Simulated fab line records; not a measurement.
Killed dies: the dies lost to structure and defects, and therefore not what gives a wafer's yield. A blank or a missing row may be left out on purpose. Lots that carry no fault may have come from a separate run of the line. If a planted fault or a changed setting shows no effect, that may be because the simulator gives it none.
Struck lot and sound lot, side by side | flow n5_finfet | 15 steps out of a route of 1938
Sound: the wafers L902.1, L902.3, L902.6. Struck: wafer L907.1. (L907.3, L907.4 of the same lot were not struck and are left out.) The cause comes at the end.
Per side, at each step with rows, come the tool, then ch with its chambers, and then its first start. Under that, the readings that differ: sound wafers | struck wafers | difference of the means | sigmas: that difference in standard deviations of wafers without a fault.
alike: a reading whose means differ by less than 2 such deviations, as well as words and numbers matching on both sides. not compared: withheld readings; readings where some wafer has no value; bounds like >300 that might hide an equal value; numbers whose values overlap and for which the record gives no deviation.
A row with sigmas, a row that says differs or no value, or rows on one side alone: a step with any of these is where the two part. Non-overlapping numbers with no deviation appear without sigmas and do not part them. Lack of a reading on every wafer of one side parts them only where that side has two or more wafers.

first, 3 steps without rows for these wafers: N5_BEOL_M7_EXPOSE_25 (exposes mask V6, target cd 40 nm); N5_BEOL_M7_PEB_26 (peb time 60 s); N5_BEOL_M7_DEVELOP_27 (develop time 30 s).
N5_BEOL_M7_CD_MEAS_28: the cd target is 40 nm.
  sound on cd_sem-03 ch 0, day 12 01:53; struck on cd_sem-01 ch 0, day 13 08:41
  alike: cd_nm
N5_BEOL_M7_OVL_MEAS_29:
  sound on overlay-01 ch 0, day 12 01:55; struck on overlay-01 ch 0, day 13 08:43
  alike: V6_OVL
N5_BEOL_M7_INSPECT_30: inspects for defects (brightfield).
  struck on defect_inspect-01, day 13 08:47; sound on defect_inspect-01, day 12 01:58
  reading          | sound       | struck | difference | sigmas
  raw_defect_count | 245 406 238 | 776    | +480       | +4
N5_BEOL_M7_DESCUM_33: chemistry O2, time 7 s.
  sound on rie_diel-01 ch 0,1,2, day 12 02:26; struck on rie_diel-02 ch 1, day 13 09:08
  alike: drypump_motor_current_A, oes_product_au, rf_vpp_V, showerhead_plenum_p_Torr, throttle_valve_pct
  not compared: rf_hours_counter_h
N5_BEOL_M7_ETCH_72: etches underlayer in N2/H2, target depth 6.5 nm, time 5.2 s.
  sound on rie_diel-01 ch 0,1,2, day 12 02:29; struck on rie_diel-02 ch 1, day 13 09:10
  alike: bias_w, drypump_motor_current_A, etch_rf_on_time_s, oes_product_au, rf_fwd_power_W, rf_vpp_V, showerhead_plenum_p_Torr, throttle_valve_pct
  not compared: rf_hours_counter_h
N5_BEOL_M7_ETCH_65: etches SiARC in CF4, target depth 15.6 nm, time 26 s.
  sound on rie_diel-01 ch 0,1,2, day 12 02:29; struck on rie_diel-02 ch 1, day 13 09:11
  alike: bias_w, cf4_flow_sccm, drypump_motor_current_A, etch_rf_on_time_s, oes_product_au, rf_fwd_power_W, rf_vpp_V, showerhead_plenum_p_Torr, throttle_valve_pct
  not compared: rf_hours_counter_h
N5_BEOL_M7_ETCH_66: etches SOC in N2/H2, target depth 80 nm, overetch 16 nm, time 120 s.
  sound on rie_diel-01 ch 0,1,2, day 12 02:31; struck on rie_diel-02 ch 1, day 13 09:13
  reading    | sound             | struck | difference | sigmas
  bias_w (W) | 149.4 149.9 149.8 | 150.7  | +1.0       | +2
  alike: drypump_motor_current_A, oes_product_au, rf_fwd_power_W, rf_vpp_V, showerhead_plenum_p_Torr, throttle_valve_pct
  not compared: rf_hours_counter_h
then, 2 steps without rows for these wafers: N5_BEOL_M7_STRIP_69 (strips in N2/H2); N5_BEOL_M7_STRIP_73 (strips in N2/H2).
N5_BEOL_M7_VIA_ETCH_34: etches SiCOH lowk in C4F6/O2, target depth 125.5 nm, time 50.5 s.
  sound on rie_diel-01 ch 0,1,2, day 12 02:37; struck on rie_diel-02 ch 1, day 13 09:19
  reading                                  | sound             | struck | difference | sigmas
  rf_fwd_power_W (W)                       | 343.1 340.3 342.4 | 425.8  | +83.9      | +52
  rf_vpp_V (V)                             | 654 675 660       | 610    | -53        | -5
  model.etch.depth_nm (nm)                 | 126.1 126.8 123.2 | 137.8  | +12.4      |
  model.SOC_of_BEOL_M7_COAT_63.thk_nm (nm) | 54 53.6 54        | 53.4   | -0.5       |
  alike: bias_w, drypump_motor_current_A, oes_ar_750_au, oes_product_au, showerhead_plenum_p_Torr, throttle_valve_pct
  not compared: rf_hours_counter_h
then, 1 step without rows for these wafers: N5_BEOL_M7_STRIP_76 (strips in C4F6/O2).
N5_PASSIVATION_PROBE_49:
  the record has rows for the sound wafers here (prober-02, day 16 03:04) and none for the struck ones

WHERE THEY PART
Earliest at N5_BEOL_M7_INSPECT_30; latest, in this record, at N5_PASSIVATION_PROBE_49.

WHY: what had been put in by the simulator
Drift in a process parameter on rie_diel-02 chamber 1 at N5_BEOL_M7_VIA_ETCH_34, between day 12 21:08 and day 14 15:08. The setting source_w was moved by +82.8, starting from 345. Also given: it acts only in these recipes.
